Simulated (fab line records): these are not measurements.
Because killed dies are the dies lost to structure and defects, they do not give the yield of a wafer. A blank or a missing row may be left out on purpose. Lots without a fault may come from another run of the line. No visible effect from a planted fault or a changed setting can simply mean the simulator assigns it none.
What tool caused it? + flow n5 finfet + 12 lots, 36 wafers sampled, at 5 steps of a route of 1938

== WHAT THE GAUGES READ, wafer by wafer ==
N5_BEOL_M3_RS_MEAS_58: a four-point-probe measurement.
| lot  | measured     | on            | M3_RS (ohm/sq)    |
|------|--------------|---------------|-------------------|
| L075 | day 8 03:14  | film metro-01 | 0.666 0.628 0.633 |
| L076 | day 8 12:21  | film metro-01 | 0.632 0.625 0.639 |
| L079 | day 8 15:03  | film metro-01 | 0.680 0.648 0.657 |
| L080 | day 9 00:14  | film metro-02 | 0.666 0.638 0.654 |
| L083 | day 9 17:56  | film metro-01 | 0.643 0.703 0.650 |
| L085 | day 10 08:05 | film metro-02 | 0.650 0.651 0.676 |
| L088 | day 10 18:47 | film metro-02 | 0.665 0.676 0.633 |
| L089 | day 11 12:41 | film metro-02 | 0.662 0.658 0.624 |
| L091 | day 11 21:49 | film metro-02 | 0.688 0.630 0.649 |
| L093 | day 12 02:47 | film metro-02 | 0.623 0.638 0.625 |
| L095 | day 12 17:20 | film metro-01 | 0.700 0.664 0.612 |
| L097 | day 13 06:04 | film metro-02 | 0.652 0.647 0.606 |

== EACH LOT AND THE TOOL THAT RAN IT (in order: tool; ch and the chambers of the sampled wafers; start) ==
| lot  | N5_BEOL_M3_ANNEAL_89         | N5_BEOL_M3_SPUTTER_90        | N5_BEOL_M3_SPUTTER_96        | N5_BEOL_M3_DEP_57               |
|------|------------------------------|------------------------------|------------------------------|---------------------------------|
| L075 | pvd sputter-01, day 8 01:08  | pvd sputter-01, day 8 01:16  | pvd sputter-01, day 8 01:56  | pecvd-04 ch 0,1,2, day 8 03:10  |
| L076 | pvd sputter-02, day 8 10:14  | pvd sputter-02, day 8 10:22  | pvd sputter-02, day 8 11:02  | pecvd-02 ch 0,1,2, day 8 12:17  |
| L079 | pvd sputter-02, day 8 12:37  | pvd sputter-02, day 8 12:46  | pvd sputter-02, day 8 13:25  | pecvd-04 ch 0,1,2, day 8 14:59  |
| L080 | pvd sputter-01, day 8 22:21  | pvd sputter-01, day 8 22:29  | pvd sputter-01, day 8 23:09  | pecvd-03 ch 0,2, day 9 00:10    |
| L083 | pvd sputter-02, day 9 16:05  | pvd sputter-02, day 9 16:14  | pvd sputter-02, day 9 16:53  | pecvd-04 ch 0,1, day 9 17:52    |
| L085 | pvd sputter-01, day 10 06:10 | pvd sputter-01, day 10 06:19 | pvd sputter-01, day 10 06:58 | pecvd-02 ch 1,2, day 10 08:01   |
| L088 | pvd sputter-01, day 10 16:42 | pvd sputter-01, day 10 16:50 | pvd sputter-01, day 10 17:30 | pecvd-03 ch 0,1,2, day 10 18:44 |
| L089 | pvd sputter-02, day 11 10:49 | pvd sputter-02, day 11 10:57 | pvd sputter-02, day 11 11:37 | pecvd-03 ch 2, day 11 12:36     |
| L091 | pvd sputter-03, day 11 18:39 | pvd sputter-03, day 11 18:47 | pvd sputter-03, day 11 19:27 | pecvd-03 ch 0,2, day 11 21:44   |
| L093 | pvd sputter-01, day 12 00:56 | pvd sputter-01, day 12 01:04 | pvd sputter-01, day 12 01:44 | pecvd-02 ch 0,2, day 12 02:43   |
| L095 | pvd sputter-02, day 12 15:30 | pvd sputter-02, day 12 15:38 | pvd sputter-02, day 12 16:18 | pecvd-03 ch 0,1,2, day 12 17:17 |
| L097 | pvd sputter-02, day 13 03:58 | pvd sputter-02, day 13 04:07 | pvd sputter-02, day 13 04:46 | pecvd-04 ch 0,1,2, day 13 05:59 |
- N5_BEOL_M3_ANNEAL_89: time 240 s.
- N5_BEOL_M3_SPUTTER_90: material Cu, target thk 4.5 nm, time 8.29 s.
- N5_BEOL_M3_SPUTTER_96: material Cu, target thk 4.5 nm, time 8.29 s.
- N5_BEOL_M3_DEP_57: deposits SiCN from 3MS/NH3, target thk 8 nm, time 14 s.

== THE ANSWER, worked out from the rows above alone ==
Rule: the usual values come from the lots themselves. The widest of any qualifying gaps counts: lots, ordered by their means at a reading, are off when they make up no more than a third of the lots, leave a main group of 4 or more, and stand apart from it by 3 or more times the standard deviation of that group's means. A main group whose means are all the same, to the digits that the tables above print for the reading, isn't used. A lot without any number at a reading at which 4 lots or more have one is off too. All remaining lots with rows at the step are treated as sound.
Across all readings shown, no lot is off: no conclusion can be drawn from this.

== WHAT THE SIMULATOR HAD INSERTED ==
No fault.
